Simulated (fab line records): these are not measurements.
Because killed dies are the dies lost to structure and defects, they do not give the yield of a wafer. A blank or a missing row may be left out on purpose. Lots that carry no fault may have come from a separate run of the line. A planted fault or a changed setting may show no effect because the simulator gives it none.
fab line records	flow n5Finfet
record: lots: 6	wafers: 18	lastDay: 19
route steps=1938 shown HKMG_FIN@445 BEOL_M4@1111 PASSIVATION@1936
lots that met no fault: from a run of the same line without faults
startH: hours from the record's opening day to when the first of the lot's shown wafers began	waitH: hours elapsed since this lot's preceding step	" as in the row above	L1.1+2: several wafers, shown together as one row	- value missing, or start not given	* or withheld: withheld	< > ~ a bound
route shown NAME@n: names a module that has steps shown in the file, with the first one's number in the route	usual: mean/standard deviation taken from wafers without a fault	same: alike in all rows	chamber/n: place in a boat	sites: each site's reading	_std_site: standard deviation across them	_edge_site: the outer-site mean with the inner-site mean subtracted	radiusMm: for every site, how far away it sits from the centre of the wafer	mask NAME#n: copy n	behind: the tool/chamber that last shaped the wafer	hold: reason for holding the lot/hours on hold/outcome of the hold	device: the transistor (n, p or np) that didn't switch	end of line: the route-end tests of the same wafers	a step with no rows: only its recipe	killed: count of dies lost to structure and defects at first sort (not the wafer's yield)	map: per-die view of a wafer (x killed, . not killed, _ where there is no die)
set.NAME: the setting as run; set.NAME@STEP: as run at that earlier step	model.NAME: the simulator's own value behind a step, which no gauge read
lots seen at some steps along the route; tables by step, rows by wafer
services: from which hour (startH, from the record's first day; less than 0 if before it) a tool's chamber was out of use, for how many hours, and why
== steps ==
step: N5_HKMG_FIN_STRIP_89
recipe: chemistry: N2/H2	material: SOC	timeS: 20	powerW: 500	tempC: 40	pressureMtorr: 50	rfFrequencyHz: 6e+07	biasPowerW: 8	h2Frac: 0.5	n2FlowSccm: 300	h2FlowSccm: 300
usual: drypumpMotorCurrentA: 5.8/0.53	oesProductAu: 0.77/0.083	rfVppV: 54.3/0.84	showerheadPlenumPTorr: 3.36/0.1	throttleValvePct: 19.1/0.3
lot.wafer	tool	chamber	startH	waitH	drypumpMotorCurrentA	oesProductAu	rfHoursCounterH	rfVppV	showerheadPlenumPTorr	throttleValvePct
L485.2	rieDiel-01	2	84.87	0.0	5.2	0.91	29	53.8	3.42	19.4
L485.3	"	0	"	"	6.0	0.69	250	55.5	3.31	19.5
L485.4	"	3	"	"	5.8	0.74	163	54.3	3.35	19.0
L490.2	rieDiel-01	3	129.69	0.0	5.8	0.72	181	53.6	3.34	19.0
L490.3	"	0	"	"	6.1	0.94	7	54.1	3.30	19.1
L490.5	"	1	"	"	6.5	0.67	-	54.5	3.30	18.8
L493.2	rieDiel-03	3	136.54	0.0	6.3	0.75	169	53.4	3.35	18.8
L493.3	"	1	"	"	4.9	0.91	43	54.5	3.56	18.7
L493.6	"	2	"	"	6.5	0.71	-	55.0	3.45	19.1
L495.1	rieDiel-01	3	145.78	0.0	5.8	0.72	187	54.4	3.34	19.1
L495.2	"	2	"	"	5.2	0.87	53	56.3	3.41	19.4
L495.3	"	0	"	"	6.0	0.91	13	53.8	3.30	19.1
L497.1	rieDiel-03	2	155.34	0.0	6.6	0.70	222	55.2	3.45	19.2
L497.3	"	3	"	"	6.3	0.74	174	53.4	3.35	18.8
L497.5	"	0	"	"	5.2	0.73	-	54.1	3.35	18.6
L505.1	rieDiel-04	2	200.63	0.0	5.3	0.67	225	53.9	3.19	19.2
L505.3	"	0	"	"	5.8	0.70	217	54.0	3.20	19.4
L505.4	"	1	"	"	6.2	0.79	116	54.3	3.37	19.5
step: N5_HKMG_FIN_WET_ETCH_87
recipe: chemistry: SC1	target: TiN	mix: 1:2:40	tempC: 50	timeS: 154.2	targetDepthNm: 4.7	dry: ipaMarangoni	rinseTimeS: 30	rinseTempC: 23
step: N5_HKMG_FIN_STRIP_88
recipe: chemistry: N2/H2	powerW: 2500	tempC: 300	h2Frac: 0.65	timeS: 360	pressureMtorr: withheld	n2FlowSccm: 1750	h2FlowSccm: 3250
usual: drypumpMotorCurrentA: 5.7/0.44	heaterPowerW: 463/63
lot.wafer	tool	chamber	startH	waitH	drypumpMotorCurrentA	heaterPowerW	rfHoursCounterH
L485.2	plasmaAsher-02	0	85.06	0.0	6.0	541	98
L485.3	"	0	"	"	6.0	548	-
L485.4	"	1	"	"	5.8	424	-
L490.2	plasmaAsher-01	0	129.88	0.0	6.1	363	35
L490.3	"	1	"	"	4.9	457	-
L490.5	"	1	"	"	4.9	482	-
L493.2	plasmaAsher-02	1	136.73	0.0	5.8	423	108
L493.3	"	1	"	"	5.8	435	-
L493.6	"	1	"	"	5.8	429	-
L495.1	plasmaAsher-01	1	145.97	0.0	4.9	472	38
L495.2	"	0	"	"	6.1	385	38
L495.3	"	1	"	"	4.9	481	-
L497.1	plasmaAsher-02	1	155.53	0.0	5.8	435	112
L497.3	"	0	"	"	6.0	533	-
L497.5	"	0	"	"	6.0	544	-
L505.1	plasmaAsher-02	0	200.87	0.0	6.0	556	122
L505.3	"	0	"	"	6.0	540	-
L505.4	"	1	"	"	5.8	445	-
step: N5_HKMG_FIN_NWFM_ALD_20
recipe: material: TiAlC	targetThkA: 20	tempC: 300	aldPrecursorFamily: TiCl4	aldCoReactant: TEA	pulseTimeS: 3	purgeTimeS: 2	coReactantPurgeTimeS: 2	coReactantPulseTimeS: 10	aldCycles: 7	pressureTorr: 3
step: N5_HKMG_FIN_ALD_71
recipe: material: TiN	targetThkA: 10	tempC: 400	aldPrecursorFamily: TiCl4	aldCoReactant: NH3	pulseTimeS: 1	purgeTimeS: 3	coReactantPurgeTimeS: 2	coReactantPulseTimeS: 2	aldCycles: 47	pressureTorr: 3
usual: aldCycles: 47/0	heaterPowerW: 868/80	precursorPulseHeightRel: 1.000/0.02
lot.wafer	tool	chamber	startH	waitH	aldCycles	heaterPowerW	precursorPulseHeightRel
L485.2	aldMetal-01	3	85.54	0.0	47	887	0.989
L485.3	"	1	"	"	47	910	0.992
L485.4	"	0	"	"	47	806	1.019
L490.2	aldMetal-04	3	130.37	0.0	47	856	0.978
L490.3	"	0	"	"	47	813	0.965
L490.5	"	3	"	"	47	870	0.995
L493.2	aldMetal-01	1	137.21	0.0	47	897	1.007
L493.3	"	3	"	"	47	916	1.018
L493.6	"	3	"	"	47	884	0.964
L495.1	aldMetal-02	3	146.45	0.0	47	1017	1.010
L495.2	"	2	"	"	47	889	1.007
L495.3	"	0	"	"	47	744	1.000
L497.1	aldMetal-01	2	156.17	0.0	47	988	1.007
L497.3	"	1	"	"	47	895	0.991
L497.5	"	0	"	"	47	820	0.984
L505.1	aldMetal-02	1	201.35	0.0	47	829	0.993
L505.3	"	2	"	"	47	893	0.993
L505.4	"	3	"	"	47	1008	1.026
step: N5_HKMG_FIN_COAT_66
recipe: resist: SOC	tempC: 250	timeS: 60	spinRpm: 1500	resistThkNm: 300
step: N5_HKMG_FIN_ETCH_67
recipe: chemistry: N2/H2	target: SOC	targetDepthA: 3889	stopOn: TiN	ionEnergyEv: 100	biasW: 61	pressureMtorr: 30	sourceW: 850	n2FlowSccm: 200	h2FlowSccm: 200
usual: drypumpMotorCurrentA: 5.8/0.5	oesProductAu: 0.76/0.077	rfVppV: 240.7/1.3	showerheadPlenumPTorr: 2.54/0.081	throttleValvePct: 17.86/0.22
lot.wafer	tool	chamber	startH	waitH	drypumpMotorCurrentA	oesProductAu	rfHoursCounterH	rfVppV	showerheadPlenumPTorr	throttleValvePct
L485.2	rieDiel-04	1	85.88	-	6.2	0.81	80	241.0	2.57	18.09
L485.3	"	0	"	"	5.8	0.71	183	239.9	2.43	18.04
L485.4	"	3	"	"	6.0	0.73	183	241.8	2.64	17.72
L490.2	rieDiel-04	2	130.76	-	5.3	0.68	204	241.8	2.42	18.08
L490.3	"	1	"	"	6.2	0.80	96	243.1	2.56	18.13
L490.5	"	2	"	"	5.3	0.69	-	240.8	2.42	18.06
L493.2	rieDiel-03	0	137.55	-	5.2	0.73	167	242.6	2.54	17.45
L493.3	"	2	"	"	6.5	0.70	217	241.6	2.62	17.96
L493.6	"	2	"	"	6.5	0.70	-	242.0	2.62	17.98
L495.1	rieDiel-04	1	146.79	-	6.2	0.79	99	241.2	2.56	18.13
L495.2	"	2	"	"	5.3	0.69	207	239.0	2.42	18.07
L495.3	"	3	"	"	6.0	0.71	199	241.6	2.63	17.73
L497.1	rieDiel-03	0	156.51	-	5.1	0.72	173	241.3	2.53	17.48
L497.3	"	1	"	"	4.8	0.86	50	241.9	2.70	17.74
L497.5	"	0	"	"	5.2	0.72	-	240.7	2.53	17.48
L505.1	rieDiel-03	0	201.69	-	5.2	0.71	188	239.6	2.53	17.50
L505.3	"	1	"	"	4.9	0.85	64	242.7	2.69	17.76
L505.4	"	2	"	"	6.5	0.69	236	240.5	2.61	17.99
step: N5_HKMG_FIN_STRIP_90
recipe: chemistry: N2/H2	material: SOC	timeS: 20	powerW: 500	tempC: 40	pressureMtorr: 50	rfFrequencyHz: 6e+07	biasPowerW: 8	h2Frac: 0.5	n2FlowSccm: 300	h2FlowSccm: 300
step: N5_HKMG_FIN_WET_ETCH_73
recipe: chemistry: SC1	mix: 1:2:40	tempC: 50	timeS: 42.3	targetDepthNm: 1.3	dry: ipaMarangoni	rinseTimeS: 30	rinseTempC: 23
step: N5_HKMG_FIN_ETCHBACK_68
recipe: chemistry: Cl2/Ar	stopOn: HfO2	targetDepthA: 5	pressureMtorr: 10	icpW: 600	biasW: 60	Cl2_flow_sccm: 40	Ar_flow_sccm: 60
step: N5_HKMG_FIN_STRIP_69
recipe: chemistry: N2/H2	powerW: 2500	tempC: 300	h2Frac: 0.65	timeS: 360	pressureMtorr: withheld	n2FlowSccm: 1750	h2FlowSccm: 3250
step: N5_HKMG_FIN_ALD_21
recipe: material: TiN	targetThkA: 15	tempC: 400	aldPrecursorFamily: TiCl4	aldCoReactant: NH3	pulseTimeS: 1	purgeTimeS: 3	coReactantPurgeTimeS: 2	coReactantPulseTimeS: 2	aldCycles: 68	pressureTorr: 3
usual: aldCycles: 68/0	heaterPowerW: 881/84	precursorPulseHeightRel: 1.000/0.02
lot.wafer	tool	chamber	startH	waitH	aldCycles	heaterPowerW	precursorPulseHeightRel
L485.2	aldMetal-02	2	86.63	0.3	68	882	0.997
L485.3	"	0	"	"	68	783	1.000
L485.4	"	1	"	"	68	838	1.005
L490.2	aldMetal-02	1	131.50	0.3	68	835	1.014
L490.3	"	2	"	"	68	883	0.975
L490.5	"	0	"	"	68	764	0.986
L493.2	aldMetal-04	0	138.29	0.3	68	829	1.012
L493.3	"	2	"	"	68	969	1.008
L493.6	"	2	"	"	68	990	1.009
L495.1	aldMetal-01	0	147.53	0.3	68	769	0.997
L495.2	"	1	"	"	68	905	0.989
L495.3	"	3	"	"	68	862	1.011
L497.1	aldMetal-01	3	157.28	0.3	68	879	0.973
L497.3	"	0	"	"	68	773	1.005
L497.5	"	1	"	"	68	904	0.974
L505.1	aldMetal-04	1	202.44	0.3	68	812	1.008
L505.3	"	0	"	"	68	821	1.038
L505.4	"	2	"	"	68	1006	1.021
step: N5_HKMG_FIN_ALD_72
recipe: material: W	targetThkA: 20	tempC: 300	pressureTorr: 7.5	aldPrecursorFamily: WF6	aldCoReactant: B2H6	pulseTimeS: 1	purgeTimeS: 2	coReactantPurgeTimeS: 2	coReactantPulseTimeS: 3	aldCycles: 7
usual: aldCycles: 7/0	heaterPowerW: 519/72	precursorPulseHeightRel: 1.000/0.019
lot.wafer	tool	chamber	startH	waitH	aldCycles	heaterPowerW	precursorPulseHeightRel	model.W_of_HKMG_FIN_ALD_72.thkNm
L485.2	cvdW-01	1	86.99	0.2	7	652	1.010	2
L485.3	"	0	"	"	7	485	0.997	2
L485.4	"	1	"	"	7	642	1.038	1.8
L490.2	cvdW-02	1	131.86	0.2	7	499	1.022	1.8
L490.3	"	0	"	"	7	451	0.991	2
L490.5	"	1	"	"	7	514	0.995	1.8
L493.2	cvdW-02	1	138.66	0.2	7	514	1.013	1.8
L493.3	"	0	"	"	7	454	0.980	1.8
L493.6	"	0	"	"	7	457	0.981	1.8
L495.1	cvdW-02	1	147.89	0.2	7	513	1.023	2.2
L495.2	"	0	"	"	7	440	0.976	2.2
L495.3	"	1	"	"	6	512	0.991	1.8
L497.1	cvdW-02	1	157.66	0.2	7	504	1.017	2
L497.3	"	0	"	"	6	445	1.016	1.8
L497.5	"	1	"	"	7	506	1.009	2.2
L505.1	cvdW-01	1	202.80	0.2	7	641	1.011	1.8
L505.3	"	0	"	"	7	484	0.989	2
L505.4	"	1	"	"	7	643	0.983	2
step: N5_HKMG_FIN_W_FILL_22
recipe: material: W	targetThkA: 600	tempC: 400	pressureTorr: 39.4	timeS: 18.2
step: N5_BEOL_M4_RC_MEAS_101
usual: DIBL_N: 36.6/1.1	DIBL_P: 36.7/1.5	IOFF_N: 0.155/0.019	IOFF_P: 0.208/0.025	ION_N: 673/8.5	ION_P: 462/5.9	SS_N: 71.6/0.58	SS_P: 73.5/0.51	VT_N: 250.7/2.4	VT_P: -251/3
lot.wafer	tool	chamber	startH	waitH	DIBL_N[mV/V]	DIBL_P[mV/V]	IOFF_N[nA/um]	IOFF_P[nA/um]	ION_N[uA/um]	ION_P[uA/um]	SS_N[mV/dec]	SS_P[mV/dec]	VT_N[mV]	VT_P[mV]
L485.2	prober-01	0	208.16	0.2	38.1	39.7	0.200	0.236	689	468	73.0	74.0	247.6	-252
L485.3	"	0	"	"	36.2	37.5	0.162	0.204	665	457	72.4	73.7	250.1	-251
L485.4	"	0	"	"	35.3	36.5	0.144	0.179	667	460	72.2	72.9	249.8	-254
L493.2	prober-01	0	258.42	0.2	37.6	39.9	0.171	0.231	681	465	72.0	73.8	251.3	-251
L493.3	"	0	"	"	35.2	36.6	0.134	0.184	656	452	71.9	72.9	256.9	-252
L493.6	"	0	"	"	36.6	38.2	0.157	0.207	678	459	72.0	73.7	251.2	-254
L495.1	prober-02	0	287.02	0.0	37.3	33.5	0.138	0.176	665	459	71.3	72.8	252.5	-253
L495.2	"	0	"	"	37.0	34.2	0.137	0.187	671	457	71.1	72.9	251.6	-252
L495.3	"	0	"	"	39.3	36.8	0.178	0.219	679	458	72.2	72.7	248.1	-251
L490.2	prober-02	0	291.32	0.2	34.8	38.1	0.151	0.196	681	466	71.9	73.4	253.1	-252
L490.3	"	0	"	"	34.9	37.6	0.139	0.182	670	454	71.5	73.7	252.3	-253
L490.5	"	0	"	"	35.1	38.2	0.155	0.195	676	460	71.8	73.9	250.9	-252
L497.1	prober-02	0	306.66	0.0	34.8	34.9	0.145	0.209	676	468	71.6	72.8	249.8	-250
L497.3	"	0	"	"	35.7	36.0	0.158	0.227	675	472	72.1	72.8	249.3	-249
L497.5	"	0	"	"	36.3	36.2	0.171	0.227	664	458	71.3	73.5	248.0	-247
L505.1	prober-01	0	362.52	0.0	38.1	38.4	0.175	0.242	679	469	72.2	73.8	251.6	-250
L505.3	"	0	"	"	38.3	38.0	0.182	0.255	688	470	71.6	74.1	247.4	-248
L505.4	"	0	"	"	37.1	37.0	0.161	0.223	684	471	72.1	73.3	249.7	-250
step: N5_PASSIVATION_PROBE_49
usual: defectLimitedYield: 91.2/1.4	killed_at_M0_to_M3: 36/11	killed_at_M4_up: 14/5.6	killedAtContacts: 12/5.9	killedAtFrontEnd: 38/13	killedAtOther: 3.5/2.7	killedDies: 104/17	killedOpen: 68/12	killedShort: 34/8.2	sort_bin_5_function: 5.1/0.95	sort_bin_6_memory: 3.3/0.7	sortNPass: 1076/17	sortYieldPct: 91.2/1.4
same: grossDies: 1180	killedAtBackSide: 0	sort_bin_4_leakage[%]: 0	sort_bin_8_speed[%]: 0
lot.wafer	tool	chamber	startH	waitH	defectLimitedYield[%]	killed_at_M0_to_M3	killed_at_M4_up	killedAtContacts	killedAtFrontEnd	killedAtOther	killedDies	killedOpen	killedShort	sort_bin_5_function[%]	sort_bin_6_memory[%]	sortNPass	sortYieldPct[%]
L493.2	prober-01	-	373.83	0.1	91.8	34	21	8	26	8	97	65	30	5.2	2.8	1083	91.8
killed by level:class
L493.2 BEOL_M2:geometricParticle:open=10 BEOL_M4:geometricParticle:open=8 MOL_CONTACT_COAG:geometricParticle:open=7 GATE_CUT:geometricParticle:short=6 FIN_SAQP:geometricParticle:open=5 STI_FIN_REVEAL:geometricParticle:open=5 BEOL_M1:geometricParticle:open=4 BEOL_M1:geometricParticle:short=4
== services ==
tool	chamber	startH	hours	kind
rieDiel-01	0	86.31	-	clean
rieDiel-01	0	86.31	-	consumableReplace:focusRing
rieDiel-01	0	86.31	26.0	scheduledDown
rieDiel-01	0	86.31	26.0	ventCycle
rieDiel-03	3	94.86	2.8	repair
plasmaAsher-01	-	96.51	2.6	repair
cvdW-01	0	100.92	7.6	repair
aldMetal-02	0	110.92	5.8	repair
rieDiel-04	-	116.95	2.8	pm
rieDiel-03	-	119.03	14.6	pm
cvdW-01	1	133.97	2.0	repair
rieDiel-01	1	135.93	-	clean
rieDiel-01	1	135.93	-	consumableReplace:focusRing
rieDiel-01	1	135.93	17.1	scheduledDown
rieDiel-01	1	135.93	17.1	ventCycle
aldMetal-01	-	138.29	2.8	pm
cvdW-01	-	156.43	1.3	repair
cvdW-02	-	182.41	2.8	pm
== key ==
firstSign: step: N5_HKMG_FIN_ALD_72	reading: aldCycles	direction: down	sigmas: 99+	usual: *	struck: *
effect none on later readings
modelEffect: step: N5_HKMG_FIN_ALD_72	value: W_of_HKMG_FIN_ALD_72.thkNm	without: 2.2	struck: 1.8
metAt N5_HKMG_FIN_ALD_72
struckWafers L495.3,L497.3
onsetBetween 138.66 147.89
fault: kind: processParameterDrift	tool: cvdW-02	chamber: -	onsetH: 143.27	steps: N5_HKMG_FIN_ALD_72	channel: aldCycles	offset: *	shape: step	endH: 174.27	scope: struckWafersOnly	stated: *
